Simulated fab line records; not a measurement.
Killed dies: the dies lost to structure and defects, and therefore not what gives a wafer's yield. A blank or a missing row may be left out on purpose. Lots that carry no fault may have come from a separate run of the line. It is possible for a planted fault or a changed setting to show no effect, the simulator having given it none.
Comparing a struck lot with a sound one -- flow nand harc -- 15 steps out of a route of 1302
Sound: these wafers, L921.1, L921.2, L921.6. Wafers struck: L928.2, L928.4, L928.6. The cause is named last.
For every step that has rows: the tool of each side, followed by ch and its chambers, followed by its first start. Under that, the readings that differ: sound wafers -- struck wafers -- difference of the means -- sigmas: that difference in standard deviations of wafers without a fault.
alike: readings with means less than 2 such deviations apart, plus words and numbers identical on both sides. not compared: withheld readings, readings lacking a value on some wafer, bounds such as >300 that could conceal the same value, and numbers that have no deviation in the record and whose values overlap.
A row with sigmas, a row that says differs or no value, or rows on one side alone: a step with any of these is where the two part. Numbers that don't overlap but have no deviation are shown without sigmas and don't part them. Lack of a reading on every wafer of one side parts them only where that side has two or more wafers.

first, 6 steps without rows for these wafers: NHARC_P_STI_COAT_03 (resist thk 600 nm); NHARC_P_STI_SOFTBAKE_04 (time 70 s); NHARC_P_STI_EBR_05; NHARC_P_STI_EXPOSE_06 (exposes mask P STI, target cd 200 nm); NHARC_P_STI_PEB_07 (peb time 80 s); NHARC_P_STI_DEVELOP_08 (time 50 s).
NHARC_P_STI_CD_MEAS_09: the cd target is 200 nm.
  sound on cd sem-01 ch 0, day 3 14:44; struck on cd sem-02 ch 0, day 6 11:52
  alike: cd nm
NHARC_P_STI_OVL_MEAS_10:
  sound on overlay-02, day 3 14:49; struck on overlay-01, day 6 11:58
  alike: overlay x nm, overlay y nm
NHARC_P_STI_INSPECT_11:
  sound on defect inspect-02, day 3 14:52; struck on defect inspect-01, day 6 12:00
  alike: raw defect count
then, 1 step without rows for these wafers: NHARC_P_STI_HARDBAKE_13 (time 65 s).
NHARC_P_STI_DESCUM_14: chemistry O2, time 3 s.
  sound on rie diel-05 ch 0,3, day 3 15:00; struck on rie diel-05 ch 1,2,3, day 6 12:09
  alike: drypump motor current A, mfc ar sccm, oes product au, rf vpp V, showerhead plenum p Torr, throttle valve pct
  not compared: rf hours counter h
NHARC_P_STI_ETCH_42: etches the open film in N2/H2, target depth 80 nm, overetch 24 nm, time 61 s.
  sound on rie diel-05 ch 2,3, day 3 15:05; struck on rie diel-05 ch 1,3, day 6 12:13
  alike: bias w, chamber pressure mTorr, drypump motor current A, mfc ar sccm, oes product au, rf vpp V, showerhead plenum p Torr, throttle valve pct
  not compared: rf hours counter h
NHARC_P_STI_ETCH_31: etches the open film in CF4/CHF3, target depth 108.9 nm, time 54.5 s.
  sound on rie diel-05 ch 1,2,3, day 3 15:11; struck on rie diel-05 ch 0,1,3, day 6 12:18
  no value came back on the struck wafers for any of 8 readings (bias w (W), cf4 flow sccm (sccm) and others); on the sound wafers bias w (W) reads 199.3 200.1 200.6
  not compared: rf hours counter h
NHARC_P_STI_ETCH_15: etches the open film in HBr/Cl2, target depth 300 nm, time 100.1 s.
  sound on rie si-01 ch 0,2,3, day 3 15:16; struck on rie si-01 ch 0,2,3, day 6 12:25
  alike: bias w, chamber pressure mTorr, drypump motor current A, oes product au, throttle valve pct
  not compared: rf hours counter h
-- record jumps: 22 days between struck wafers' starts before vs after; left off in module P_STI, resumes in module END, first step shown is number 1302 of the route --
NHARC_END_SORT_01:
  sound on prober-02 ch 0, day 25 00:10; struck on prober-01 ch 0, day 28 06:53
reading,sound,struck,difference,sigmas
hold,- - -,await dispo/6.0h/scrap await dispo/6.0h/scrap await dispo/6.0h/scrap,no value on the sound wafers,
killed at periphery,5 7 5,609 615 613,+607,+99 or more
killed dies,59 54 48,677 677 677,+623,+22
  alike: killed at array, killed at other, killed open, killed short

== WHERE THEY PART ==
Last at NHARC_END_SORT_01 as far as this record goes, first at NHARC_P_STI_ETCH_31.

WHY: whatever the simulator had introduced
Skipped step whole: rie diel-05, from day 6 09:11 on, at NHARC_P_STI_ETCH_31. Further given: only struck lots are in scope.
